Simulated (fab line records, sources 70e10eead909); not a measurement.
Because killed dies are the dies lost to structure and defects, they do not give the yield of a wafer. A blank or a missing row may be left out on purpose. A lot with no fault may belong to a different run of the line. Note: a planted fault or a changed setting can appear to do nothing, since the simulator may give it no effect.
fab line records | flow nand_harc
record: lots: 7 | wafers: 21 | last_day: 24
route steps=1159 shown A_BLC@977
lots that met no fault: from a run of the same line without faults
start_h: hours from the record's first day to the start of the lot's first wafer shown | wait_h: hours elapsed since this lot's preceding step | " same as the row above | L1.1+2: a row that stands for several wafers | - no value, or no start given | * or withheld: withheld | < > ~ a bound
route shown NAME@n: NAME is a module with steps in the file, n the number in the route of the first one | usual: mean and standard deviation over wafers with no fault | same: alike in all rows | chamber/n: place in a boat | sites: readings site by site | _std_site: standard deviation across them | _edge_site: mean of outer sites minus mean of inner sites | radius_mm: for every site, how far away it sits from the centre of the wafer | mask NAME#n: copy n | behind: the tool/chamber that last shaped the wafer | hold: why the lot went on hold/how many hours it stayed there/how the hold came to an end | device: names the non-switching transistor (n, p or np) | end of line: the same wafers' tests at the end of the route | a step given without rows: its recipe and nothing more | killed: count of dies lost to structure and defects at first sort (not the wafer's yield) | map: a wafer's dies, x killed, . not, _ none there
set.NAME: the setting that was run; set.NAME@STEP: the one run at that earlier step | model.NAME: the simulator's own value behind a step, which no gauge read
a table for each step, a row for each wafer; lots at some steps of the route
services: from which hour (start_h, from the record's first day; less than 0 if before it) a tool's chamber was out of use, for how many hours, and why
== steps ==
step: NHARC_A_BLC_DESCUM_15
recipe: time_s: 3 | o2_flow_sccm: 200 | ar_flow_sccm: 0 | bias_power_w: 0 | chemistry: O2
step: NHARC_A_BLC_ETCH_16
recipe: target_depth_a: 390 | over_etch_frac: 0.3 | time_s: 65 | ion_energy_ev: 80 | cf4_flow_sccm: 150 | ar_flow_sccm: 0 | rf_w: 300 | bias_w: 100 | chemistry: CF4
usual: drypump_motor_current_A: 5.6/0.48 | oes_product_au: 1.001/0.0088 | rf_vpp_V: 151.2/1.4 | showerhead_plenum_p_Torr: 1.76/0.088 | throttle_valve_pct: 13.283/0.0083
lot.wafer | tool        | chamber | start_h | wait_h | drypump_motor_current_A | oes_product_au | rf_hours_counter_h | rf_vpp_V | showerhead_plenum_p_Torr | throttle_valve_pct
L100.1    | rie_diel-10 | 0       | 438.45  | 0.1    | 5.0                     | 1.006          | 11                 | 150.9    | 1.68                     | 13.279
L100.6    | "           | 3       | "       | "      | 6.0                     | 1.004          | -                  | 152.3    | 1.88                     | 13.293
L100.5    | "           | 0       | "       | "      | 5.0                     | 1.001          | -                  | 150.0    | 1.68                     | 13.285
L101.2    | rie_diel-08 | 1       | 438.94  | 0.1    | 5.4                     | 1.005          | 13                 | 151.3    | 1.87                     | 13.283
L101.1    | "           | 2       | "       | "      | 5.4                     | 0.995          | 13                 | 148.6    | 1.65                     | 13.271
L101.5    | "           | 2       | "       | "      | 5.4                     | 0.996          | -                  | 149.9    | 1.65                     | 13.275
L103.3    | rie_diel-08 | 2       | 460.17  | 0.1    | 5.4                     | 0.985          | 16                 | 149.8    | 1.64                     | 13.280
L103.4    | "           | 3       | "       | "      | 5.6                     | 0.994          | 15                 | 149.4    | 1.67                     | 13.289
L103.2    | "           | 0       | "       | "      | 6.5                     | 1.000          | 14                 | 151.8    | 1.83                     | 13.300
L106.1    | rie_diel-08 | 1       | 466.64  | 0.1    | 5.4                     | 1.002          | 16                 | 152.7    | 1.87                     | 13.281
L106.2    | "           | 2       | "       | "      | 5.4                     | 0.992          | 17                 | 150.7    | 1.64                     | 13.271
L106.6    | "           | 2       | "       | "      | 5.4                     | 0.987          | -                  | 149.8    | 1.64                     | 13.287
L105.4    | rie_diel-10 | 2       | 484.33  | 0.1    | 5.7                     | 0.998          | 12                 | 152.0    | 1.73                     | 13.294
L105.5    | "           | 3       | "       | "      | 6.0                     | 0.994          | -                  | 154.2    | 1.88                     | 13.291
L105.6    | "           | 0       | "       | "      | 5.0                     | 1.001          | -                  | 148.8    | 1.68                     | 13.282
L108.1    | rie_diel-10 | 0       | 485.53  | 0.1    | 5.0                     | 0.996          | 15                 | 151.1    | 1.68                     | 13.300
L108.2    | "           | 3       | "       | "      | 6.0                     | 0.997          | 14                 | 152.2    | 1.88                     | 13.303
L108.5    | "           | 0       | "       | "      | 5.0                     | 0.991          | -                  | 151.1    | 1.68                     | 13.281
L115.2    | rie_diel-08 | 0       | 525.04  | 0.1    | 6.4                     | 0.988          | 4                  | 151.3    | 1.83                     | 13.292
L115.4    | "           | 2       | "       | "      | 5.4                     | 0.998          | 4                  | 149.5    | 1.64                     | 13.278
L115.6    | "           | 0       | "       | "      | 6.4                     | 0.992          | -                  | 151.1    | 1.83                     | 13.283
step: NHARC_A_BLC_ETCH_17
recipe: target_depth_a: 3900 | over_etch_frac: 0.25 | time_s: 609.38 | ion_energy_ev: 200 | n2_flow_sccm: 150 | h2_flow_sccm: 150 | ar_flow_sccm: 0 | rf_w: 400 | bias_w: 150 | chemistry: N2/H2
step: NHARC_A_BLC_ETCH_18
recipe: target_depth_a: 9100 | c4f8_flow_sccm: 20 | o2_flow_sccm: 10 | ar_flow_sccm: withheld | rf_w: 600 | bias_w: 1500 | chemistry: C4F8/O2/Ar
usual: oes_product_au: 0.947/0.022 | rf_vpp_V: 978/7.3
lot.wafer | tool        | chamber | start_h | wait_h | oes_product_au | rf_hours_counter_h | rf_vpp_V
L100.1    | rie_diel-10 | 2       | -       | -      | 0.944          | 9                  | 975
L100.6    | "           | 0       | "       | "      | 0.938          | -                  | 972
L100.5    | "           | 1       | "       | "      | 0.966          | -                  | 978
L101.1    | rie_diel-08 | 2       | -       | -      | 0.953          | 14                 | 969
L101.2    | "           | 0       | "       | "      | 0.969          | 13                 | 984
L101.5    | "           | 2       | "       | "      | 0.956          | -                  | 969
L103.2    | rie_diel-08 | 1       | -       | -      | 0.918          | 16                 | 987
L103.4    | "           | 2       | "       | "      | 0.913          | 16                 | 967
L103.3    | "           | 3       | "       | "      | 0.920          | 15                 | 969
L106.2    | rie_diel-08 | 0       | -       | -      | 0.930          | 15                 | 984
L106.1    | "           | 1       | "       | "      | 0.923          | 17                 | 986
L106.6    | "           | 1       | "       | "      | 0.932          | -                  | 986
L105.4    | rie_diel-10 | 1       | -       | -      | 0.938          | 14                 | 979
L105.5    | "           | 1       | "       | "      | 0.935          | -                  | 979
L105.6    | "           | 2       | "       | "      | 0.920          | -                  | 976
L108.2    | rie_diel-10 | 3       | -       | -      | 0.940          | 14                 | 986
L108.1    | "           | 1       | "       | "      | 0.939          | 14                 | 978
L108.5    | "           | 2       | "       | "      | 0.944          | -                  | 975
L115.4    | rie_diel-08 | 0       | -       | -      | 0.979          | 4                  | 982
L115.2    | "           | 1       | "       | "      | 0.963          | 4                  | 985
L115.6    | "           | 3       | "       | "      | 0.976          | -                  | 969
step: NHARC_A_BLC_CD_MEAS_19
usual: cd_nm: 99.4/2
lot.wafer | tool      | chamber | start_h | wait_h | cd_nm
L100.1    | cd_sem-02 | -       | 439.32  | -      | 98.3
L100.5    | "         | -       | "       | "      | 100.8
L100.6    | "         | -       | "       | "      | 97.9
L101.1    | cd_sem-03 | -       | 439.82  | -      | 97.7
L101.2    | "         | -       | "       | "      | 102.6
L101.5    | "         | -       | "       | "      | 99.2
L103.2    | cd_sem-03 | -       | 461.05  | -      | 101.3
L103.3    | "         | -       | "       | "      | 100.9
L103.4    | "         | -       | "       | "      | 99.6
L106.1    | cd_sem-01 | -       | 467.52  | -      | 97.0
L106.2    | "         | -       | "       | "      | 98.7
L106.6    | "         | -       | "       | "      | 97.3
L105.4    | cd_sem-02 | -       | 485.54  | -      | 100.0
L105.5    | "         | -       | "       | "      | 102.0
L105.6    | "         | -       | "       | "      | 98.8
L108.1    | cd_sem-02 | -       | 486.42  | -      | 98.5
L108.2    | "         | -       | "       | "      | 101.6
L108.5    | "         | -       | "       | "      | 97.4
L115.2    | cd_sem-01 | -       | 525.91  | -      | 98.9
L115.4    | "         | -       | "       | "      | 99.8
L115.6    | "         | -       | "       | "      | 97.2
step: NHARC_A_BLC_STRIP_29
recipe: cf4_flow_sccm: 150 | ar_flow_sccm: 0 | bias_w: 0 | chemistry: CF4
usual: drypump_motor_current_A: 5.6/0.49 | oes_product_au: 1.002/0.0081 | rf_vpp_V: 59.4/0.83 | showerhead_plenum_p_Torr: 1.76/0.085 | throttle_valve_pct: 13.285/0.0086
lot.wafer | tool        | chamber | start_h | wait_h | drypump_motor_current_A | oes_product_au | rf_hours_counter_h | rf_vpp_V | showerhead_plenum_p_Torr | throttle_valve_pct
L100.1    | rie_diel-02 | 2       | 439.41  | 0.1    | 5.8                     | 1.002          | 33                 | 57.8     | 1.65                     | 13.277
L100.5    | "           | 0       | "       | "      | 5.1                     | 1.016          | -                  | 60.8     | 1.90                     | 13.282
L100.6    | "           | 3       | "       | "      | 5.6                     | 0.988          | -                  | 57.9     | 1.77                     | 13.276
L101.1    | rie_diel-10 | 2       | 439.92  | 0.1    | 5.8                     | 1.008          | 9                  | 58.7     | 1.73                     | 13.293
L101.2    | "           | 3       | "       | "      | 6.0                     | 0.995          | 10                 | 62.1     | 1.88                     | 13.270
L101.5    | "           | 0       | "       | "      | 5.0                     | 1.006          | -                  | 58.9     | 1.68                     | 13.291
L103.2    | rie_diel-10 | 3       | 461.13  | 0.1    | 6.0                     | 0.996          | 11                 | 59.1     | 1.88                     | 13.289
L103.3    | "           | 0       | "       | "      | 5.0                     | 0.995          | 12                 | 59.4     | 1.68                     | 13.284
L103.4    | "           | 2       | "       | "      | 5.7                     | 1.001          | -                  | 58.8     | 1.73                     | 13.269
L106.2    | rie_diel-08 | 0       | 467.61  | 0.1    | 6.4                     | 0.999          | 15                 | 58.8     | 1.83                     | 13.275
L106.1    | "           | 2       | "       | "      | 5.4                     | 0.983          | 17                 | 58.7     | 1.64                     | 13.271
L106.6    | "           | 3       | "       | "      | 5.6                     | 0.988          | -                  | 59.0     | 1.67                     | 13.288
L105.4    | rie_diel-02 | 1       | 485.65  | 0.1    | 6.0                     | 0.997          | -                  | 59.2     | 1.73                     | 13.273
L105.6    | "           | 2       | "       | "      | 5.9                     | 1.007          | -                  | 58.2     | 1.65                     | 13.294
L105.5    | "           | 3       | "       | "      | 5.7                     | 1.004          | -                  | 60.5     | 1.76                     | 13.298
L108.2    | rie_diel-10 | 3       | 486.50  | 0.1    | 6.0                     | 0.992          | 14                 | 59.2     | 1.88                     | 13.289
L108.1    | "           | 2       | "       | "      | 5.7                     | 0.990          | 13                 | 58.0     | 1.73                     | 13.293
L108.5    | "           | 0       | "       | "      | 5.0                     | 0.991          | -                  | 58.8     | 1.68                     | 13.289
L115.4    | rie_diel-08 | 3       | 525.99  | 0.1    | 5.6                     | 0.997          | 4                  | 58.8     | 1.67                     | 13.287
L115.2    | "           | 0       | "       | "      | 6.4                     | 0.996          | 4                  | 59.5     | 1.83                     | 13.295
L115.6    | "           | 3       | "       | "      | 5.6                     | 1.011          | -                  | 57.3     | 1.67                     | 13.284
step: NHARC_A_BLC_STRIP_21
recipe: o2_flow_sccm: 500 | ar_flow_sccm: 0 | bias_w: 0 | chemistry: O2
step: NHARC_A_BLC_STRIP_22
recipe: time_s: 600 | temp_c: 30 | chemistry: post_etch_residue_remover
step: NHARC_A_BLC_DEGAS_30
recipe: temp_c: 300 | time_s: 60
usual: heater_power_w: 503/61 | susceptor_temp_C: 300.01/0.19
lot.wafer | tool           | chamber | start_h | wait_h | heater_power_w | susceptor_temp_C
L100.1    | pvd_sputter-03 | -       | 439.98  | -      | 610            | 300.13
L100.6    | "              | -       | "       | "      | 516            | 300.04
L100.5    | "              | -       | "       | "      | 474            | 300.12
L101.2    | pvd_sputter-03 | -       | 440.42  | -      | 598            | -
L101.1    | "              | -       | "       | "      | 471            | -
L101.5    | "              | -       | "       | "      | 593            | -
L103.2    | pvd_sputter-02 | -       | 461.71  | -      | 425            | 299.98
L103.3    | "              | -       | "       | "      | 520            | 300.01
L103.4    | "              | -       | "       | "      | 509            | 300.03
L106.2    | pvd_sputter-01 | -       | 468.12  | -      | 560            | 300.13
L106.1    | "              | -       | "       | "      | 466            | 299.85
L106.6    | "              | -       | "       | "      | 509            | 300.12
L105.4    | pvd_sputter-03 | -       | 486.35  | -      | 529            | 299.87
L105.5    | "              | -       | "       | "      | 523            | 299.93
L105.6    | "              | -       | "       | "      | 460            | 300.14
L108.2    | pvd_sputter-03 | -       | 487.05  | -      | 408            | 299.95
L108.1    | "              | -       | "       | "      | 531            | 300.29
L108.5    | "              | -       | "       | "      | 591            | 299.70
L115.4    | pvd_sputter-02 | -       | 526.50  | -      | 419            | -
L115.2    | "              | -       | "       | "      | 505            | -
L115.6    | "              | -       | "       | "      | 403            | -
step: NHARC_A_BLC_PRE_CLEAN_31
recipe: time_s: 15 | bias_v: 250 | gas: Ar
step: NHARC_A_BLC_PVD_32
recipe: target_thk_a: 50 | chamber_pressure_pa: 5 | power_w: 5000 | substrate_temp_c: 200 | time_s: 17.7 | material: Ti
step: NHARC_A_BLC_ALD_23
recipe: target_thk_a: 30 | pulse_time_s: 1 | ald_cycles: 150 | temp_c: 450 | material: TiN
usual: heater_power_w: 1032/89 | precursor_pulse_height_rel: 1.002/0.019 | susceptor_temp_C: 450.01/0.24
lot.wafer | tool         | chamber | start_h | wait_h | heater_power_w | precursor_pulse_height_rel | susceptor_temp_C
L100.1    | ald_metal-03 | 0       | 440.25  | -      | 943            | 0.972                      | 449.91
L100.6    | "            | 2       | "       | "      | 1078           | 0.999                      | 450.03
L100.5    | "            | 3       | "       | "      | 1050           | 1.009                      | 449.89
L101.1    | ald_metal-04 | 1       | 440.67  | -      | 1059           | 0.977                      | 450.16
L101.2    | "            | 2       | "       | "      | 1010           | 0.972                      | 450.19
L101.5    | "            | 2       | "       | "      | 1060           | 1.004                      | 450.06
L103.4    | ald_metal-03 | 0       | 461.96  | -      | 932            | 1.025                      | 449.46
L103.2    | "            | 1       | "       | "      | 900            | 0.997                      | 450.17
L103.3    | "            | 2       | "       | "      | 1100           | 1.032                      | 449.77
L106.2    | ald_metal-04 | 0       | 468.36  | -      | 1111           | 1.049                      | 450.03
L106.1    | "            | 3       | "       | "      | 1173           | 1.000                      | 450.04
L106.6    | "            | 0       | "       | "      | 1091           | 0.987                      | 450.08
L105.4    | ald_metal-01 | 3       | 486.59  | -      | 1018           | 0.984                      | 450.24
L105.5    | "            | 3       | "       | "      | 1054           | 1.024                      | 450.18
L105.6    | "            | 0       | "       | "      | 988            | 1.017                      | 449.80
L108.2    | ald_metal-04 | 3       | 487.30  | -      | 1158           | 1.007                      | 449.55
L108.1    | "            | 0       | "       | "      | 1087           | 1.026                      | 449.76
L108.5    | "            | 2       | "       | "      | 1042           | 0.992                      | 450.20
L115.4    | ald_metal-03 | 2       | 526.76  | -      | 1053           | 1.030                      | -
L115.2    | "            | 0       | "       | "      | 899            | 1.024                      | -
L115.6    | "            | 1       | "       | "      | 850            | 1.011                      | -
step: NHARC_A_BLC_CVD_24
recipe: target_thk_a: 1500 | temp_c: 300 | pressure_torr: 40 | wf6_flow_sccm: 40 | h2_flow_sccm: 1600 | ar_flow_sccm: 1560 | time_s: 434 | material: W
usual: heater_power_w: 455/48 | susceptor_temp_C: 300.00/0.16 | throttle_valve_pct: 8.0/0.44
lot.wafer | tool     | chamber | start_h | wait_h | heater_power_w | susceptor_temp_C | throttle_valve_pct
L100.1    | cvd_w-01 | 0       | 440.41  | -      | 419            | 300.24           | 7.3
L100.5    | "        | 0       | "       | "      | 419            | 300.46           | 7.3
L100.6    | "        | 1       | "       | "      | 436            | 300.03           | 8.0
L101.2    | cvd_w-01 | 0       | 440.87  | -      | 415            | 300.04           | 7.6
L101.1    | "        | 1       | "       | "      | 424            | 299.86           | 7.9
L101.5    | "        | 0       | "       | "      | 426            | 300.00           | 7.5
L103.2    | cvd_w-01 | 0       | 474.44  | -      | 415            | 299.94           | 7.5
L103.4    | "        | 1       | "       | "      | 431            | 299.88           | 7.5
L103.3    | "        | 0       | "       | "      | 425            | 299.90           | 7.6
L106.2    | cvd_w-02 | 1       | 475.30  | -      | 414            | -                | 8.4
L106.1    | "        | 0       | "       | "      | 518            | -                | 8.0
L106.6    | "        | 1       | "       | "      | 411            | -                | 8.5
L106.2    | cvd_w-02 | 1       | 476.48  | 1.1    | 405            | -                | 8.7
L106.1    | "        | 0       | "       | "      | 515            | -                | 7.8
L106.6    | "        | 1       | "       | "      | 425            | -                | 8.6
L105.4    | cvd_w-02 | 0       | 491.43  | -      | 546            | 299.78           | 8.0
L105.5    | "        | 1       | "       | "      | 417            | 299.94           | 8.6
L105.6    | "        | 0       | "       | "      | 523            | 300.03           | 8.1
L105.4    | cvd_w-02 | 0       | 492.62  | 1.1    | 529            | 299.92           | 8.1
L105.5    | "        | 1       | "       | "      | 411            | 299.80           | 8.7
L105.6    | "        | 0       | "       | "      | 510            | 299.73           | 8.2
L108.2    | cvd_w-02 | 1       | 492.40  | -      | 414            | 299.60           | 8.4
L108.1    | "        | 0       | "       | "      | 520            | 299.70           | 8.0
L108.5    | "        | 1       | "       | "      | 405            | 299.67           | 8.6
L115.2    | cvd_w-02 | 1       | 526.94  | -      | 418            | 300.09           | 8.7
L115.4    | "        | 1       | "       | "      | 418            | 300.02           | 8.6
L115.6    | "        | 1       | "       | "      | 412            | 299.95           | 8.5
L115.2    | cvd_w-02 | 1       | 527.63  | 0.6    | 412            | 300.01           | 8.7
L115.4    | "        | 1       | "       | "      | 406            | 300.02           | 8.3
L115.6    | "        | 1       | "       | "      | 410            | 299.95           | 8.6
step: NHARC_A_BLC_CMP_25
recipe: t_overpolish_s: 30 | target_thk_nm: 150
usual: motor_current_A: 12.1/1 | overpolish_run_s: 30.000/0.0093 | time_to_endpoint_s: 29.1/2.7
same: t_overpolish_s: 30
lot.wafer | tool   | chamber | start_h | wait_h | motor_current_A | overpolish_run_s | time_to_endpoint_s
L100.1    | cmp-01 | 2       | 441.06  | 0.6    | 13.3            | 29.995           | 28.7
L100.5    | "      | 0       | "       | "      | 11.7            | 29.994           | 34.0
L100.6    | "      | 1       | "       | "      | 14.1            | 29.998           | 28.4
L101.1    | cmp-01 | 0       | 441.42  | 0.4    | 11.8            | 30.001           | 29.5
L101.2    | "      | 2       | "       | "      | 13.5            | 30.010           | 27.7
L101.5    | "      | 0       | "       | "      | 11.8            | 30.002           | 30.0
L103.2    | cmp-01 | 1       | 474.94  | 0.4    | 13.3            | 29.984           | 23.1
L103.4    | "      | 2       | "       | "      | 13.5            | 30.016           | 28.7
L103.3    | "      | 3       | "       | "      | 13.2            | 30.009           | 32.5
L106.1    | cmp-02 | 0       | 477.11  | 0.5    | 10.6            | 30.004           | 60.1
L106.2    | "      | 1       | "       | "      | 13.5            | 30.004           | 62.5
L106.6    | "      | 2       | "       | "      | 11.4            | 30.008           | 53.8
L108.2    | cmp-03 | 2       | 492.98  | 0.5    | 11.9            | 29.986           | 32.1
L108.1    | "      | 3       | "       | "      | 12.9            | 30.007           | 31.6
L108.5    | "      | 0       | "       | "      | 10.8            | 29.994           | 33.2
L105.4    | cmp-02 | 0       | 493.06  | 0.4    | 11.4            | 30.014           | 56.2
L105.5    | "      | 1       | "       | "      | 13.3            | 30.004           | 60.9
L105.6    | "      | 2       | "       | "      | 11.7            | 30.002           | 52.1
L115.2    | cmp-03 | 3       | 528.27  | 0.6    | 12.4            | 30.015           | 58.1
L115.4    | "      | 0       | "       | "      | 10.9            | 29.995           | 58.2
L115.6    | "      | 1       | "       | "      | 10.3            | 29.992           | 58.6
== services ==
tool           | chamber | start_h | hours | kind
cmp-03         | -       | 417.89  | 2.9   | repair
cmp-03         | -       | 428.59  | 59.3  | repair
rie_diel-02    | 1       | 432.13  | 43.9  | repair
pvd_sputter-02 | -       | 436.22  | 5.5   | repair
cvd_w-02       | 1       | 437.65  | 24.2  | repair
rie_diel-08    | 0       | 442.76  | 4.8   | repair
cmp-02         | -       | 451.92  | 4.0   | pm
cmp-01         | -       | 455.58  | 0.5   | repair
pvd_sputter-03 | -       | 458.07  | 10.0  | pm
rie_diel-10    | 1       | 459.71  | 2.5   | repair
cmp-01         | -       | 475.06  | 4.0   | pm
rie_diel-08    | -       | 478.86  | 9.0   | pm
cvd_w-01       | -       | 479.62  | 13.0  | pm
rie_diel-02    | 0       | 485.24  | 6.7   | repair
cmp-03         | -       | 487.92  | 4.0   | pm
ald_metal-03   | 3       | 488.89  | 15.8  | repair
ald_metal-03   | -       | 500.00  | 10.0  | pm
rie_diel-02    | -       | 504.89  | 9.0   | pm
cmp-02         | -       | 505.09  | 1.8   | repair
rie_diel-08    | -       | 506.49  | 0.3   | repair
rie_diel-08    | 2       | 510.66  | 1.8   | repair
rie_diel-10    | 3       | 510.96  | 4.1   | repair
cmp-03         | -       | 523.71  | 0.6   | repair
ald_metal-04   | -       | 526.63  | 1.5   | repair
== key ==
first_sign: step: NHARC_A_BLC_CVD_24 | reading: visit | direction: added
effect: step: NHARC_A_BLC_CMP_25 | reading: time_to_endpoint_s | direction: up | sigmas: 11 | usual: * | struck: *
met_at NHARC_A_BLC_CVD_24
struck_wafers L105.4,L105.5,L105.6,L106.1,L106.2,L106.6,L115.2,L115.4,L115.6
sort_left_out L105.4,L105.5,L105.6,L106.1,L106.2,L106.6,L115.2,L115.4,L115.6
tester_left_out L105,L106,L115
fault: kind: repeated_step_whole | tool: cvd_w-01,cvd_w-02 | chamber: - | onset_h: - | steps: NHARC_A_BLC_CVD_24 | times: 1 | scope: struck_lots_only
tester_left_out: of these lots the tester's yield and bins aren't shown, on N5 and GAA mostly nor the transistor test; their killed dies are dies lost to structure and defects alone, not to doping, threshold or leakage, so they don't give the yield
sort_left_out: the simulated sort isn't trusted on such a fault, so these wafers' sort isn't shown, and their yield isn't known
